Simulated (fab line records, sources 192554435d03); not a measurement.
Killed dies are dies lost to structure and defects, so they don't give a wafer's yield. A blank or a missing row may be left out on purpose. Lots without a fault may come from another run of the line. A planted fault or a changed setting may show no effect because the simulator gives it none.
Chamber matching | flow n5_finfet | N5_BEOL_M3_ILD_DEP_00 on pecvd-04: 3 sister chambers
The step deposits SiOC from DEMS/O2, target thk 79 nm, time 15.3 s. 3 wafers are shown with their chamber, then 11 later ones without.

WAFERS WITH THEIR CHAMBER
wafer  | chamber | heater_power_w (W)
L084.1 | 2       | 520
L084.4 | 1       | 440
L086.1 | 0       | 391

WAFERS WITHOUT THEIR CHAMBER
wafer  | heater_power_w (W)
L086.2 | 420
L086.4 | 417
L089.1 | 594
L089.2 | 463
L089.6 | 413
L090.1 | 552
L090.4 | 426
L090.5 | 476
L092.1 | 369
L092.2 | 491
L092.5 | 499

WHICH CHAMBER EACH WENT THROUGH
wafer  | from the rows above          | in truth
L086.2 | can't be placed: 1 or 0      | 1
L086.4 | can't be placed: 1 or 0      | 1
L089.1 | 2                            | 2
L089.2 | can't be placed: 1 or 2 or 0 | 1
L089.6 | can't be placed: 0 or 1      | 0
L090.1 | 2                            | 2
L090.4 | can't be placed: 1 or 0      | 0
L090.5 | can't be placed: 1 or 2 or 0 | 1
L092.1 | can't be placed: 0 or 1      | 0
L092.2 | can't be placed: 2 or 1      | 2
L092.5 | can't be placed: 2 or 1      | 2
Placed correctly: 2 of 11. Can't be placed from these rows: 9 (the true chamber is among the candidates in 9). Placed wrongly: 0.
How it was worked out, from the rows above alone: a wafer's distance from a chamber is the root of the sum, over the readings, of the square of ((its reading less the chamber's mean) divided by the reading's scatter). The wafer belongs to the nearest chamber; if the next one is less than 2 further off, it can't be placed. A chamber's mean is the mean of its shown wafers. The scatter: with one shown wafer a chamber, the root of the mean of the squares of how far each hidden wafer lies from its nearest shown one.
